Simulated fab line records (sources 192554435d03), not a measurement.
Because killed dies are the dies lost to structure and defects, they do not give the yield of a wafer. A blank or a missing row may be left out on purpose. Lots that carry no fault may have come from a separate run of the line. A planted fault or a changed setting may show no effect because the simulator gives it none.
Matching of chambers | flow n5_finfet | 4 sister chambers for N5_BEOL_M1_STRIP_66 on rie_diel-03
The step strips in CF4. 20 wafers are shown with their chamber, then 10 later ones without.

WAFERS, EACH WITH ITS CHAMBER
wafer  | chamber | drypump_motor_current_A (A) | showerhead_plenum_p_Torr (Torr) | throttle_valve_pct (%)
L080.1 | 0       | 6.5                         | 1.83                            | 13.57
L080.4 | 2       | 6.6                         | 1.78                            | 13.91
L080.5 | 2       | 6.6                         | 1.78                            | 13.91
L083.1 | 1       | 5.7                         | 1.83                            | 13.25
L083.3 | 0       | 6.5                         | 1.83                            | 13.58
L083.5 | 0       | 6.5                         | 1.83                            | 13.58
L085.3 | 3       | 5.4                         | 1.85                            | 13.84
L085.5 | 3       | 5.4                         | 1.85                            | 13.86
L085.6 | 1       | 5.7                         | 1.83                            | 13.27
L086.1 | 3       | 5.4                         | 1.84                            | 13.86
L086.3 | 2       | 6.6                         | 1.77                            | 13.92
L086.4 | 2       | 6.6                         | 1.77                            | 13.95
L087.3 | 3       | 5.5                         | 1.84                            | 13.87
L087.4 | 1       | 5.7                         | 1.82                            | 13.28
L087.5 | 0       | 6.5                         | 1.83                            | 13.03
L088.1 | 1       | 5.7                         | 1.82                            | 13.29
L088.3 | 3       | 5.4                         | 1.84                            | 13.85
L088.4 | 0       | 6.5                         | 1.83                            | 13.01
L089.2 | 1       | 5.7                         | 1.82                            | 13.29
L089.4 | 1       | 5.7                         | 1.82                            | 13.28

SIGNATURES (averages over the wafers above)
reading                  | chamber 0 | chamber 1 | chamber 2 | chamber 3 | scatter within a chamber
drypump_motor_current_A  | 6.500     | 5.700     | 6.600     | 5.420     | 0.0224
showerhead_plenum_p_Torr | 1.8300    | 1.8233    | 1.7750    | 1.8440    | 0.0047
throttle_valve_pct       | 13.3540   | 13.2767   | 13.9225   | 13.8560   | 0.153
Rule: distance of a wafer from a chamber = root of the sum over the readings of ((wafer's reading minus chamber's mean) / reading's scatter) squared. If the next closest chamber is less than 2 further off than the closest, the wafer can't be placed; otherwise it belongs to the closest. How the scatter is found: for the shown wafers, subtract from each reading the mean of its chamber, square and add these, divide the total by (wafers less chambers), then take the root.

WAFERS WITH NO CHAMBER GIVEN
wafer  | drypump_motor_current_A (A) | showerhead_plenum_p_Torr (Torr) | throttle_valve_pct (%)
L089.5 | 5.4                         | 1.84                            | 13.86
L091.3 | 5.7                         | 1.82                            | 13.30
L091.5 | 6.5                         | 1.82                            | 13.06
L091.6 | 5.7                         | 1.82                            | 13.30
L093.2 | 5.7                         | 1.82                            | 13.31
L093.4 | 6.5                         | 1.82                            | 13.05
L093.6 | 5.4                         | 1.84                            | 13.88
L096.1 | 6.5                         | 1.82                            | 13.08
L096.4 | 5.4                         | 1.84                            | 13.91
L096.5 | 5.4                         | 1.84                            | 13.91

EACH ONE'S CHAMBER
wafer  | from the rows above | in truth
L089.5 | 3                   | 3
L091.3 | 1                   | 1
L091.5 | 0                   | 0
L091.6 | 1                   | 1
L093.2 | 1                   | 1
L093.4 | 0                   | 0
L093.6 | 3                   | 3
L096.1 | 0                   | 0
L096.4 | 3                   | 3
L096.5 | 3                   | 3
Correct placement for 10 of the 10. Left unplaced by these rows: 0. Wrongly placed: 0.
